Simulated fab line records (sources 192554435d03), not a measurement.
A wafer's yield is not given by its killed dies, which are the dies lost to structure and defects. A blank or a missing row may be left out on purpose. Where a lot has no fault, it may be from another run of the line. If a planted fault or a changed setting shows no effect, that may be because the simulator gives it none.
Struck lot and sound lot, side by side    flow n5-finfet    16 steps out of a route of 1938
Sound: these wafers, L440.1, L440.3, L440.4. Wafers struck: L430.1, L430.5, L430.6. The cause is given at the end.
For every step that has rows: the tool of each side, followed by ch and its chambers, followed by its first start. Under that, the readings that differ: sound wafers    struck wafers    difference of the means    sigmas: that difference in standard deviations of wafers without a fault.
alike: words and numbers the same on both sides, and readings whose means are apart by under 2 such deviations; not compared: readings that were withheld, readings missing a value for some wafer, numbers with overlapping values and no deviation given by the record, and bounds like >300 which may hide the same value.
The two part at a step that has a row with sigmas, a row that says differs or no value, or rows on one side only. Numbers that have no deviation but don't overlap get no sigmas and don't part them. Lack of a reading on every wafer of one side parts them only where that side has two or more wafers.

first, 2 steps without rows for these wafers: N5_MOL_CONTACT_COAG_CONTACT_ETCH_14 (etches SiO2 in C4F6/O2, target depth 27.5 nm, overetch 8.5 nm, time 20 s); N5_MOL_CONTACT_COAG_STRIP_109 (strips in C4F6/O2).
N5_MOL_CONTACT_COAG_ETCH_15: etches SiNx in CH3F/O2, stops on Si:P, target depth 7 nm.
  sound on rie-diel-05 ch 1,2,3, day 8 05:45; struck on rie-diel-05 ch 2,3, day 5 16:26
  alike: CH3F_flow_sccm, drypump-motor-current-A, oes-product-au, rf-vpp-V, showerhead-plenum-p-Torr, throttle-valve-pct
  not compared: rf-hours-counter-h
N5_MOL_CONTACT_COAG_ETCH_110: etches Si in CF4/O2, target depth 2.5 nm, time 8 s.
  sound on rie-diel-05 ch 1,2,3, day 8 05:49; struck on rie-diel-05 ch 2,3, day 5 16:30
  alike: cf4-flow-sccm, drypump-motor-current-A, oes-product-au, rf-vpp-V, showerhead-plenum-p-Torr, throttle-valve-pct
  not compared: rf-hours-counter-h
N5_MOL_CONTACT_COAG_STRIP_98: strips in N2/H2.
  sound on rie-diel-05 ch 1,2,3, day 8 05:51; struck on rie-diel-05 ch 2,3, day 5 16:33
reading      sound              struck             difference  sigmas
power-w (W)  499.1 498.7 499.3  504.9 500.8 501.7  +3.4        +2
  alike: drypump-motor-current-A, oes-product-au, rf-vpp-V, showerhead-plenum-p-Torr, throttle-valve-pct
  not compared: rf-hours-counter-h
N5_MOL_CONTACT_COAG_CD_MEAS_99: target cd 17.2 nm.
  sound on cd-sem-02, day 8 05:55; struck on cd-sem-03, day 5 16:37
  alike: cd-nm
then, 2 steps without rows for these wafers: N5_MOL_CONTACT_COAG_IMPLANT_129; N5_MOL_CONTACT_COAG_PRECLEAN_111 (cleans in NF3:NH3, afs cycles 1, time 20 s, sublimation time 60 s).
N5_MOL_CONTACT_COAG_TI_SIL_19: material Ti, target thk 4.2 nm, time 15 s.
  sound on pvd-sputter-01, day 8 06:23; struck on pvd-sputter-03, day 5 17:55
  alike: throttle-valve-pct
then, 1 step without rows for these wafers: N5_MOL_CONTACT_COAG_ALD_20 (deposits TiN, target thk 1.5 nm, pulse time 1 s, purge time 3 s).
N5_MOL_CONTACT_COAG_SIL_ANNEAL_21: time 60 s.
  sound on rtp-anneal-01 ch 0, day 8 06:52; struck on rtp-anneal-02 ch 0, day 5 18:25
reading             sound        struck       difference  sigmas
lamp-power-pct (%)  5.3 5.3 5.3  6.3 6.2 6.2  +0.9        +2
  alike: wafer_temp_C_max
then, 1 step without rows for these wafers: N5_MOL_CONTACT_COAG_PRE_CLEAN_141 (time 60 s).
N5_MOL_CONTACT_COAG_SPUTTER_143: material Co, target thk 2.5 nm.
  sound on pvd-sputter-01, day 8 08:52; struck on pvd-sputter-02, day 5 19:34
reading                                               sound        struck       difference  sigmas
model.Co_of_MOL_CONTACT_COAG_SPUTTER_143.thk-nm (nm)  2.2 2.2 2.4  1.8 1.8 1.8  -0.5        
  alike: throttle-valve-pct
then, 1 step without rows for these wafers: N5_MOL_CONTACT_COAG_CO_FILL_22 (material Co, precursor CCTBA/H2, target thk 20 nm).
-- the record jumps here: 3 days lie between the struck wafers' starts before and after (it left off in module MOL_CONTACT_COAG and takes up again in module BEOL_M4, whose first step shown is number 1111 of the route) --
N5_BEOL_M4_RC_MEAS_101:
  sound on prober-02 ch 0, day 11 12:16; struck on prober-01 ch 0, day 9 03:53
  alike: DIBL_N, DIBL_P, IOFF_N, IOFF_P, ION_N, ION_P, SS_N, SS_P, VT_N, VT_P
-- the record jumps here: 4 days lie between the struck wafers' starts before and after (it left off in module BEOL_M4 and takes up again in module PASSIVATION, whose first step shown is number 1936 of the route) --
N5_PASSIVATION_PROBE_49:
  sound on prober-02, day 16 03:59; struck on prober-02, day 13 15:30
  alike: defect-limited-yield, killed_at_M0_to_M3, killed_at_M4_up, killed-at-contacts, killed-at-front-end, killed-at-other, killed-dies, killed-on-rim, killed-open, killed-short, sort_bin_5_function, sort_bin_6_memory, sort-n-pass, sort-yield-pct

== WHERE THEY PART ==
Earliest at N5_MOL_CONTACT_COAG_STRIP_98; latest, in this record, at N5_MOL_CONTACT_COAG_SIL_ANNEAL_21. Later steps at which nothing parts them and some readings are alike: N5_MOL_CONTACT_COAG_SPUTTER_143, N5_BEOL_M4_RC_MEAS_101, N5_PASSIVATION_PROBE_49.

WHY: what had been put in by the simulator
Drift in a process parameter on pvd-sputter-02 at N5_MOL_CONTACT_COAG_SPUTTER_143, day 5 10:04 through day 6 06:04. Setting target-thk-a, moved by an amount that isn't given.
